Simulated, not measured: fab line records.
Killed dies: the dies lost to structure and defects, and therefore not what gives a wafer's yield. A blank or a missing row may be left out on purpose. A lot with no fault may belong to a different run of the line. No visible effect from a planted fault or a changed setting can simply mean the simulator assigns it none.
A struck lot beside a sound one + flow n5 finfet + 38 out of 1938 route steps
Sound: the wafers L416.1, L416.2, L416.3. Struck: wafer L401.6 (left out: L401.5, a lot-mate that was not struck); the cause follows at the end.
Each step with rows lists, per side, the tool, then ch with its chambers, then its first start. Under that, the readings that differ: sound wafers + struck wafers + difference of the means + sigmas: that difference in standard deviations of wafers without a fault.
alike: readings whose means differ by less than 2 such deviations, and words and numbers that are the same on both sides. not compared: withheld readings, readings that some wafer has no value for, bounds like >300 that may hide the same value, and numbers for which the record gives no deviation and whose values overlap.
A row with sigmas, a row that says differs or no value, or rows on one side alone: a step with any of these is where the two part. Numbers that don't overlap but have no deviation are shown without sigmas and don't part them. A reading that every wafer of one side lacks parts them only if that side has two wafers or more.

first, 9 steps without rows for these wafers: N5_SDB_PRECLEAN_38 (cleans in dHF, time 10 s); N5_SDB_PRECLEAN_39 (cleans in O3/DIW, time 45 s); N5_SDB_SRD_28 (time 30 s); N5_SDB_ALD_29 (deposits SiNx, target thk 30 nm, pulse time 1 s, ald cycles 600); N5_SDB_CMP_30 (polishes, stops on poly-Si, t overpolish 1.54 s, target thk 30 nm); N5_DUMMY_REMOVAL_HM_STRIP_01 (strips SiNx in CH3F/O2, stops on poly-Si, target depth 4 nm, time 6.8 s); N5_DUMMY_REMOVAL_STRIP_10 (strips in N2/H2, time 40 s); N5_DUMMY_REMOVAL_PRECLEAN_07 (cleans in dHF, time 30 s); N5_DUMMY_REMOVAL_DUMMY_REMOVE_02 (chemistry TMAH, target poly-Si, stops on SiO2, target depth 142 nm, time 57 s, rinse time 30 s).
N5_DUMMY_REMOVAL_PRECLEAN_08: cleans in NF3:NH3, afs cycles 2, time 20 s, sublimation time 60 s.
  sound on remote plasma-01 ch 0, day 8 16:51; struck on remote plasma-02 ch 0, day 4 21:17
then, 26 steps without rows for these wafers: N5_DUMMY_REMOVAL_PRECLEAN_04 (cleans in DHF, time 37 s); N5_DUMMY_REMOVAL_SRD_05 (time 30 s); N5_HKMG_FIN_IL_REGROW_00 (material SiO2, chemistry O3, target thk 0.75 nm, time 30 s); N5_HKMG_FIN_HK_ALD_01 (deposits HfO2, target thk 1.6 nm, pulse time 3 s, purge time 3 s); N5_HKMG_FIN_HK_ANNEAL_02 (time 30 s); N5_HKMG_FIN_ALD_74 (deposits La2O3, target thk 0.5 nm, pulse time 6 s, co reactant pulse time 1 s); N5_HKMG_FIN_ALD_75 (deposits Al2O3, target thk 1 nm, co reactant pulse time 1 s); N5_HKMG_FIN_COAT_41 (time 60 s, resist thk 300 nm); N5_HKMG_FIN_COAT_42 (time 60 s, resist thk 35 nm); N5_HKMG_FIN_COAT_43 (resist thk 90 nm); N5_HKMG_FIN_EBR_45; N5_HKMG_FIN_SOFTBAKE_44 (time 60 s); N5_HKMG_FIN_EXPOSE_46 (exposes mask NDIPOLE); N5_HKMG_FIN_PEB_47 (peb time 60 s); N5_HKMG_FIN_DEVELOP_48 (develop time 30 s); N5_HKMG_FIN_DESCUM_53 (chemistry O2, time 7.9 s); N5_HKMG_FIN_ETCH_54 (etches SiARC in CF4, target depth 45.5 nm, time 75.8 s); N5_HKMG_FIN_ETCH_55 (etches SOC in N2/H2, target depth 240 nm, time 300 s); N5_HKMG_FIN_STRIP_56 (strips in N2/H2); N5_HKMG_FIN_STRIP_57 (strips in CF4); N5_HKMG_FIN_ETCH_58 (etches SOC in N2/H2, target depth 215.8 nm, time 741 s); N5_HKMG_FIN_STRIP_93 (strips SOC in N2/H2, time 20 s); N5_HKMG_FIN_WET_ETCH_76 (etches Al2O3 in dNH4OH, stops on La2O3, target depth 2.25 nm, rinse time 30 s); N5_HKMG_FIN_STRIP_60 (strips in N2/H2, time 360 s); N5_HKMG_FIN_WET_ETCH_77 (etches La2O3 in dHCl, stops on HfO2, target depth 2 nm); N5_HKMG_FIN_WET_ETCH_78 (etches Al2O3 in dNH4OH, stops on La2O3, target depth 4.5 nm, rinse time 30 s).
-- here the record skips 4 days between the struck wafers' starts before and after, leaving off in module HKMG_FIN and picking up in module BEOL_M4 (first step shown: number 1111 of the route) --
N5_BEOL_M4_RC_MEAS_101:
  sound on prober-01 ch 0, day 12 03:27; struck on prober-01 ch 0, day 8 15:20
| reading            | sound                | struck | difference | sigmas |
|--------------------|----------------------|--------|------------|--------|
| DIBL_N (mV/V)      | 35.8 36.5 38.4       | 47.7   | +10.8      | +6     |
| DIBL_P (mV/V)      | 34.5 34.3 38.6       | 49.3   | +13.5      | +8     |
| EOT_N              | 10.43 10.66 10.51    | 14.98  | +4.45      | +50    |
| EOT_P              | 10.39 10.55 10.41    | 14.91  | +4.46      | +48    |
| IGATE_N (nA/um)    | 0.0133 0.0098 0.0117 | 0.0001 | -0.0115    | -6     |
| IGATE_P (nA/um)    | 0.0041 0.0030 0.0036 | 0.0000 | -0.0036    | -7     |
| IOFF_N (nA/um)     | 0.14 0.15 0.19       | 0.42   | +0.26      | +8     |
| IOFF_N_85C (nA/um) | 2.8 2.9 3.6          | 7.1    | +4.0       | +8     |
| IOFF_N_LIN (nA/um) | 0.066 0.068 0.084    | 0.204  | +0.131     | +11    |
| IOFF_P (nA/um)     | 0.20 0.20 0.27       | 0.58   | +0.36      | +10    |
| IOFF_P_85C (nA/um) | 3.6 3.6 4.6          | 8.4    | +4.5       | +9     |
| IOFF_P_LIN (nA/um) | 0.101 0.101 0.123    | 0.278  | +0.170     | +12    |
| ION_N (uA/um)      | 665 667 675          | 619    | -50        | -5     |
| ION_P (uA/um)      | 465 457 465          | 427    | -35        | -4     |
| SS_P (mV/dec)      | 71.9 72.8 73.7       | 76.3   | +3.5       | +5     |
| VT_N (mV)          | 254 252 249          | 239    | -13        | -4     |
| VT_N_LVT (mV)      | 100 100 98           | 87     | -12        | -4     |
| VT_P (mV)          | -250 -249 -246       | -237   | +11        | +3     |
| VT_P_LVT (mV)      | -97.5 -98.2 -95.0    | -85.7  | +11.2      | +4     |
  alike: SS_N
-- record jumps: 4 days separate the struck wafers' starts on either side; left off in module BEOL_M4, taken up again in module PASSIVATION, whose first shown step is the route's number 1936 --
N5_PASSIVATION_PROBE_49:
  sound: prober-02 at day 16 09:47; struck: prober-02 at day 13 02:10
| reading                | sound          | struck | difference | sigmas      |
|------------------------|----------------|--------|------------|-------------|
| sort_bin_4_leakage (%) | 0 0 0          | 30.93  | +30.93     | +99 or more |
| sort_bin_8_speed (%)   | 0 0 0          | 46.10  | +46.10     | +99 or more |
| sort n pass            | 1090 1092 1083 | 166    | -922       | -54         |
| sort yield pct (%)     | 92.4 92.5 91.8 | 14.1   | -78.1      | -52         |
  alike: defect limited yield, killed_at_M0_to_M3, killed_at_M4_up, killed at contacts, killed at front end, killed at other, killed dies, killed open, killed short, sort_bin_5_function, sort_bin_6_memory

## WHERE THEY PART
Earliest at N5_BEOL_M4_RC_MEAS_101; latest, in this record, at N5_PASSIVATION_PROBE_49.

WHY: the cause the simulator had injected
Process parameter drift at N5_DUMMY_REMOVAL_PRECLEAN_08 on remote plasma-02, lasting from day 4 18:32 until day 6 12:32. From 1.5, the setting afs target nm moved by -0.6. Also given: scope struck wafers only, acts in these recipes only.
